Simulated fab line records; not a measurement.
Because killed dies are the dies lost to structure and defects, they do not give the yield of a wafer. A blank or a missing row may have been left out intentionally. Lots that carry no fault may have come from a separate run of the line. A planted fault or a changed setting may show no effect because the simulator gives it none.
Matching of chambers + flow n5_finfet + 4 sister chambers for N5_BEOL_M15_VIA_ETCH_16 on rie_diel-02
The step etches SiO2 in C4F8/O2/Ar, target depth 1792.2 nm. 8 wafers are shown with their chamber, then 7 later ones without.

WAFERS WITH THEIR CHAMBER
| wafer  | chamber | rf_vpp_V (V) | showerhead_plenum_p_Torr (Torr) |
|--------|---------|--------------|---------------------------------|
| L080.2 | 2       | 2308         | 3.56                            |
| L080.3 | 0       | 2201         | 3.47                            |
| L082.4 | 0       | 2202         | 3.47                            |
| L089.1 | 3       | 2198         | 3.65                            |
| L089.4 | 1       | 2230         | 3.48                            |
| L089.6 | 1       | 2229         | 3.48                            |
| L090.1 | 2       | 2308         | 3.55                            |
| L090.5 | 3       | 2198         | 3.65                            |

WAFERS MISSING THEIR CHAMBER
| wafer  | rf_vpp_V (V) | showerhead_plenum_p_Torr (Torr) |
|--------|--------------|---------------------------------|
| L090.6 | 2308         | 3.55                            |
| L092.2 | 2227         | 3.48                            |
| L092.4 | 2199         | 3.65                            |
| L092.5 | 2200         | 3.65                            |
| L094.4 | 2226         | 3.47                            |
| L094.5 | 2228         | 3.47                            |
| L094.6 | 2305         | 3.54                            |

THE CHAMBER EACH PASSED THROUGH
| wafer  | from the rows above | in truth |
|--------|---------------------|----------|
| L090.6 | 2                   | 2        |
| L092.2 | 1                   | 1        |
| L092.4 | 3                   | 3        |
| L092.5 | 3                   | 3        |
| L094.4 | 1                   | 1        |
| L094.5 | 1                   | 1        |
| L094.6 | 2                   | 2        |
Correctly placed: 7 of 7. Not placeable from these rows: 0. 0 placed wrongly.
How it was worked out, from the rows above alone: a wafer's distance from a chamber is the root of the sum, over the readings, of the square of ((its reading less the chamber's mean) divided by the reading's scatter). The wafer belongs to the nearest chamber; if the next one is less than 2 further off, it can't be placed. A chamber's mean is the mean of its shown wafers. The scatter is the square root of a quotient: the sum, over the shown wafers, of each reading's squared deviation from its chamber's mean, divided by wafers minus chambers.
